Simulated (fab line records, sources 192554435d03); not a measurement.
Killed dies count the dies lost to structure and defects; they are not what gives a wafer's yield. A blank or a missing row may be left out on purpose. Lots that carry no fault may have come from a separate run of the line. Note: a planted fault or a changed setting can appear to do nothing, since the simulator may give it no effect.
Matching of chambers + flow n5Finfet + N5_BEOL_M3_DESCUM_33 on rieDiel-04 has 4 sister chambers
The step chemistry O2, time 7 s. 14 wafers are shown with their chamber, then 7 later ones without.

== WAFERS PAIRED WITH THEIR CHAMBERS ==
| wafer  | chamber | showerheadPlenumPTorr (Torr) | throttleValvePct (%) | drypumpMotorCurrentA (A) |
|--------|---------|------------------------------|----------------------|--------------------------|
| L074.1 | 3       | 2.00                         | 20.81                | 6.0                      |
| L074.3 | 0       | 2.06                         | 20.24                | 5.4                      |
| L074.6 | 0       | 2.06                         | 20.24                | 5.4                      |
| L080.1 | 2       | 2.21                         | 20.16                | 4.7                      |
| L080.4 | 2       | 2.21                         | 20.14                | 4.7                      |
| L080.5 | 0       | 2.06                         | 20.28                | 5.4                      |
| L081.3 | 2       | 2.21                         | 20.16                | 4.7                      |
| L081.5 | 2       | 2.21                         | 20.14                | 4.7                      |
| L081.6 | 0       | 2.06                         | 20.26                | 5.3                      |
| L087.1 | 1       | 2.12                         | 19.92                | 5.1                      |
| L087.5 | 2       | 2.21                         | 20.16                | 4.7                      |
| L087.6 | 1       | 2.12                         | 19.92                | 5.1                      |
| L090.1 | 3       | 1.98                         | 20.87                | 5.9                      |
| L090.3 | 2       | 2.21                         | 20.17                | 4.7                      |

SIGNATURES, as means of the wafers listed above
| reading               | chamber 0 | chamber 1 | chamber 2 | chamber 3 | scatter within a chamber |
|-----------------------|-----------|-----------|-----------|-----------|--------------------------|
| showerheadPlenumPTorr | 2.0600    | 2.1200    | 2.2100    | 1.9900    | 0.00447                  |
| throttleValvePct      | 20.2550   | 19.9200   | 20.1550   | 20.8400   | 0.0191                   |
| drypumpMotorCurrentA  | 5.375     | 5.100     | 4.700     | 5.950     | 0.0354                   |
Rule: for each reading, subtract the chamber's mean from the wafer's reading, divide by that reading's scatter and square the result; add these up over the readings and take the root, which gives the wafer's distance from the chamber. If the next closest chamber is less than 2 further off than the closest, the wafer can't be placed; otherwise it belongs to the closest. The scatter: the root of (the sum of the squares of (reading less its chamber's mean) over the shown wafers, divided by (wafers less chambers)).

== WAFERS WHOSE CHAMBER IS MISSING ==
| wafer  | showerheadPlenumPTorr (Torr) | throttleValvePct (%) | drypumpMotorCurrentA (A) |
|--------|------------------------------|----------------------|--------------------------|
| L090.4 | 2.05                         | 20.27                | 5.4                      |
| L092.1 | 1.98                         | 20.89                | 5.9                      |
| L092.2 | 2.12                         | 19.94                | 5.1                      |
| L092.4 | 2.05                         | 20.28                | 5.4                      |
| L093.2 | 2.20                         | 20.18                | 4.7                      |
| L093.5 | 2.12                         | 19.95                | 5.1                      |
| L093.6 | 2.05                         | 20.28                | 5.4                      |

== THE CHAMBER EACH PASSED THROUGH ==
| wafer  | from the rows above | in truth |
|--------|---------------------|----------|
| L090.4 | 0                   | 0        |
| L092.1 | 3                   | 3        |
| L092.2 | 1                   | 1        |
| L092.4 | 0                   | 0        |
| L093.2 | 2                   | 2        |
| L093.5 | 1                   | 1        |
| L093.6 | 0                   | 0        |
Correct placement for 7 of the 7. Number that these rows cannot place: 0. 0 placed wrongly.
